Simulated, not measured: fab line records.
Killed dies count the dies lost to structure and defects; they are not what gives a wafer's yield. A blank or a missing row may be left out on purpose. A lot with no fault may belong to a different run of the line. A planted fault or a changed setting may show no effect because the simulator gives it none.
Chamber matching :: flow n5 finfet :: 4 sister chambers for N5_HKMG_FIN_DESCUM_53 on rie diel-04
The step chemistry O2, time 7.9 s. 4 wafers are shown with their chamber, then 8 later ones without.

## WAFERS WITH THEIR CHAMBER
wafer: L082.1
chamber: 0
showerhead plenum p Torr (Torr): 2.03

wafer: L085.1
chamber: 3
showerhead plenum p Torr (Torr): 2.15

wafer: L085.3
chamber: 1
showerhead plenum p Torr (Torr): 1.99

wafer: L088.1
chamber: 2
showerhead plenum p Torr (Torr): 2.03

## WAFERS WHOSE CHAMBER IS MISSING
wafer: L088.3
showerhead plenum p Torr (Torr): 2.15

wafer: L088.6
showerhead plenum p Torr (Torr): 2.15

wafer: L091.4
showerhead plenum p Torr (Torr): 2.15

wafer: L091.5
showerhead plenum p Torr (Torr): 2.03

wafer: L091.6
showerhead plenum p Torr (Torr): 2.03

wafer: L092.2
showerhead plenum p Torr (Torr): 2.03

wafer: L092.3
showerhead plenum p Torr (Torr): 2.15

wafer: L092.5
showerhead plenum p Torr (Torr): 2.25

## THE CHAMBER EACH PASSED THROUGH
wafer: L088.3
from the rows above: 3
in truth: 3

wafer: L088.6
from the rows above: 3
in truth: 3

wafer: L091.4
from the rows above: 3
in truth: 3

wafer: L091.5
from the rows above: can't be placed: 0 or 2 or 1
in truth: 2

wafer: L091.6
from the rows above: can't be placed: 0 or 2 or 1
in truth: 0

wafer: L092.2
from the rows above: can't be placed: 0 or 2 or 1
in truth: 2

wafer: L092.3
from the rows above: 3
in truth: 3

wafer: L092.5
from the rows above: 3
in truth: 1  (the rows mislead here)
Placed correctly: 4 of 8. Unplaceable from these rows: 3, with the true chamber sitting among the candidates in 3. Wrongly placed: 1.
How it was worked out, from the rows above alone: a wafer's distance from a chamber is the root of the sum, over the readings, of the square of ((its reading less the chamber's mean) divided by the reading's scatter). The wafer belongs to the nearest chamber; if the next one is less than 2 further off, it can't be placed. The mean given for a chamber averages the wafers shown for that chamber. The scatter: with one shown wafer a chamber, the root of the mean of the squares of how far each hidden wafer lies from its nearest shown one.
